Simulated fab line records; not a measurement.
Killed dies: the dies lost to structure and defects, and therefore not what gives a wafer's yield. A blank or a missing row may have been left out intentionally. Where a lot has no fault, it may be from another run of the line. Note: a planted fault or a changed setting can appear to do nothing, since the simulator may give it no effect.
Split-lot trial    flow n5_finfet    on a route of 1938 steps: 7 lots, 21 wafers read

## THE SPLIT
At N5_BEOL_M4_ETCH_64 (etches SOC in N2/H2, target depth 75 nm, overetch 22.5 nm, time 121.9 s), the setting bias_w was moved away from the recipe's 150 W on 8 of the 21 wafers read, by -16.7% to +15.4%. All remaining wafers had this setting at the recipe value.

The reading comes from the split's own step.

## THE READING
rf_vpp_V, in V, at N5_BEOL_M4_ETCH_64 (etches SOC in N2/H2, target depth 75 nm, overetch 22.5 nm, time 121.9 s). On this fab line, fault-free wafers typically give 524.3 V with a standard deviation of 2.3 V.

wafer   tool, chamber at the split  bias_w as run, W  against the recipe  rf_vpp_V, V  against lot-mates on the recipe
L077.1  rie_diel-06, 2              150               recipe              522.7        -
L077.4  rie_diel-06, 3              150               recipe              527.2        -
L077.5  rie_diel-06, 0              150               recipe              526.8        -
L081.1  rie_diel-04, 2              150               recipe              529.1        -
L081.2  rie_diel-04, 0              139.9             -6.7%               500.7        -28.4
L081.3  rie_diel-04, 3              139.9             -6.7%               498.5        -30.6
L083.1  rie_diel-01, 0              124.9             -16.7%              467.8        -55.2
L083.3  rie_diel-01, 2              150               recipe              523.3        -
L083.4  rie_diel-01, 1              150               recipe              522.8        -
L085.1  rie_diel-06, 3              150               recipe              525.8        -
L085.3  rie_diel-06, 2              150               recipe              520.7        -
L085.4  rie_diel-06, 0              172               +14.7%              574.6        +51.4
L095.1  rie_diel-01, 1              150               recipe              522.0        -
L095.5  rie_diel-01, 1              170.9             +13.9%              566.3        +44.3
L095.6  rie_diel-01, 0              170.9             +13.9%              570.2        +48.2
L096.1  rie_diel-06, 3              150               recipe              526.3        -
L096.2  rie_diel-06, 2              173.1             +15.4%              571.7        +47.1
L096.5  rie_diel-06, 2              150               recipe              523.0        -
L097.3  rie_diel-01, 3              150               recipe              524.8        -
L097.5  rie_diel-01, 3              150               recipe              524.6        -
L097.6  rie_diel-01, 2              165.3             +10.2%              555.9        +31.2

THE FIT
A straight line over all 21 wafers: rf_vpp_V changes by +3.28 V for each +1% of bias_w; r = +1.00; the points scatter about the line by 2.5 V.
The same after taking each lot's own level away (the mean of its wafers on the recipe; 21 wafers): +3.38 V for each +1%; r = +0.99; scatter 2.8 V.
According to that fit, moving bias_w by its largest amount changes the reading by 57 V.
Measured against the standard deviation above, the lots' own levels, which go from 522.00 to 529.10 V, span 3.1 times it.
The two slopes are in agreement: the lot-to-lot level therefore moves the slope only a little.
Check: for one of the wafers moved furthest among these (-16.7%), held out of the fit, the line's prediction against its lot-mates is -58.6 V. It came out at -55.2 V against them.
Tool readings at the split's step, against how far the setting was moved: rf_vpp_V r = +1.00.

## ADDITIONAL SPLITS CARRIED BY THESE WAFERS
Note: prior to the reading, these wafers also went through further splits. Each is held against what the fit with the lots' levels taken away leaves over:
other split on the same wafers    wafers away from the commonest value  r with rf_vpp_V (lot level and that fit taken away)
N5_BEOL_M3_TRENCH_ETCH_37 time_s  5                                     -0.11
N5_BEOL_M4_DESCUM_16 time_s       4                                     +0.11

## THE WHOLE CHAIN: every reading that the file lists as answering this split, in the file's order
step                what it does                                                             reading                                                                           change (the file's fit)                 r (the file's)
N5_BEOL_M4_ETCH_64  etches SOC in N2/H2, target depth 75 nm, overetch 22.5 nm, time 121.9 s  rf_vpp_V                                                                          +3.31 V for each +1% of the setting     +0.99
N5_BEOL_M4_ETCH_64  etches SOC in N2/H2, target depth 75 nm, overetch 22.5 nm, time 121.9 s  SiARC_of_BEOL_M4_COAT_62.thk_nm (the simulator's own value, which no gauge read)  -0.0712 nm for each +1% of the setting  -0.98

## FILE'S OWN FIT
rf_vpp_V changes by +3.31 V for each +1% of bias_w, r = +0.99.
